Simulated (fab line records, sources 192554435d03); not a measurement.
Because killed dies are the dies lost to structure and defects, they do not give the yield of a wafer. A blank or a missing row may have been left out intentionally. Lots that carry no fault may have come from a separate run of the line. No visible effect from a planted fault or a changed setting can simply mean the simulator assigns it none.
Split-lot study + flow n5-finfet + 7 lots, 21 wafers read, on a route of 1938 steps

THE SPLIT
At N5_HKMG_FIN_COAT_29 (time 60 s, resist thk 300 nm), the setting spin-rpm was moved away from the recipe's 1500 rpm on 8 of the 21 wafers read, by -9.6% to +10.7%. For the rest of the wafers, this setting stayed at what the recipe calls for.

Reading taken at the split's own step.

THE READING
SOC_of_HKMG_FIN_COAT_29.thk-nm (the simulator's own value, which no gauge read), in nm, at N5_HKMG_FIN_COAT_29 (time 60 s, resist thk 300 nm). No usual value for it is given in the file. Across the 13 wafers here that went through the recipe, the average is 300.0 nm and the standard deviation 0.97 nm.

| wafer  | tool, chamber at the split | spin-rpm as run, rpm | against the recipe | SOC_of_HKMG_FIN_COAT_29.thk-nm, nm | against lot-mates on the recipe |
|--------|----------------------------|----------------------|--------------------|------------------------------------|---------------------------------|
| L077.4 | litho-track-02, 0          | 1500                 | recipe             | 299                                | -                               |
| L077.5 | litho-track-02, 0          | 1500                 | recipe             | 299.8                              | -                               |
| L077.6 | litho-track-02, 0          | 1500                 | recipe             | 298                                | -                               |
| L084.1 | litho-track-04, 0          | 1500                 | recipe             | 300.4                              | -                               |
| L084.5 | litho-track-04, 0          | 1375                 | -8.3%              | 312.8                              | +12.9                           |
| L084.6 | litho-track-04, 0          | 1500                 | recipe             | 299.4                              | -                               |
| L085.1 | litho-track-04, 0          | 1546                 | +3.1%              | 296.6                              | -3.8                            |
| L085.3 | litho-track-04, 0          | 1546                 | +3.1%              | 295.4                              | -5.0                            |
| L085.6 | litho-track-04, 0          | 1500                 | recipe             | 300.4                              | -                               |
| L087.1 | litho-track-03, 0          | 1660                 | +10.7%             | 285                                | -15.4                           |
| L087.3 | litho-track-03, 0          | 1500                 | recipe             | 300.4                              | -                               |
| L087.5 | litho-track-03, 0          | 1660                 | +10.7%             | 284.4                              | -16.0                           |
| L090.1 | litho-track-04, 0          | 1500                 | recipe             | 300.4                              | -                               |
| L090.2 | litho-track-04, 0          | 1636                 | +9.1%              | 287.4                              | -13.3                           |
| L090.3 | litho-track-04, 0          | 1500                 | recipe             | 301                                | -                               |
| L091.1 | litho-track-02, 0          | 1500                 | recipe             | 301.4                              | -                               |
| L091.4 | litho-track-02, 0          | 1500                 | recipe             | 301.4                              | -                               |
| L091.2 | litho-track-02, 0          | 1428                 | -4.8%              | 309.2                              | +7.8                            |
| L093.2 | litho-track-02, 0          | 1356                 | -9.6%              | 315                                | +15.8                           |
| L093.3 | litho-track-02, 0          | 1500                 | recipe             | 299.4                              | -                               |
| L093.4 | litho-track-02, 0          | 1500                 | recipe             | 299                                | -                               |

FIT RESULTS
A straight line over all 21 wafers: SOC_of_HKMG_FIN_COAT_29.thk-nm changes by -1.49 nm for each +1% of spin-rpm; r = -0.99; the points scatter about the line by 0.98 nm.
The same after taking each lot's own level away (the mean of its wafers on the recipe; 21 wafers): -1.52 nm for each +1%; r = -1.00; scatter 0.52 nm.
The reading moves by 16 nm for the largest change in spin-rpm, on that fit.
The lots' own levels span 298.93 to 301.40 nm, that is 2.5 times the standard deviation above.
The two slopes agree, so the slope changes little with the lot-to-lot level.
Check: for one of the wafers moved furthest among these (+10.7%), held out of the fit, the line's prediction against its lot-mates is -16.3 nm. Against them it came out at -15.4 nm.

THE OTHER SPLITS THESE WAFERS WENT THROUGH
Before the reading, these wafers also passed through other splits. Each is held against what the fit with the lots' levels taken away leaves over:
| other split on the same wafers | wafers away from the commonest value | r with SOC_of_HKMG_FIN_COAT_29.thk-nm (lot level and that fit taken away) |
|--------------------------------|--------------------------------------|---------------------------------------------------------------------------|
| N5_SDB_COAT_05 spin-rpm        | 6                                    | -0.30                                                                     |

THE FILE'S OWN FIT
SOC_of_HKMG_FIN_COAT_29.thk-nm changes by -1.53 nm for each +1% of spin-rpm, r = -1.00.
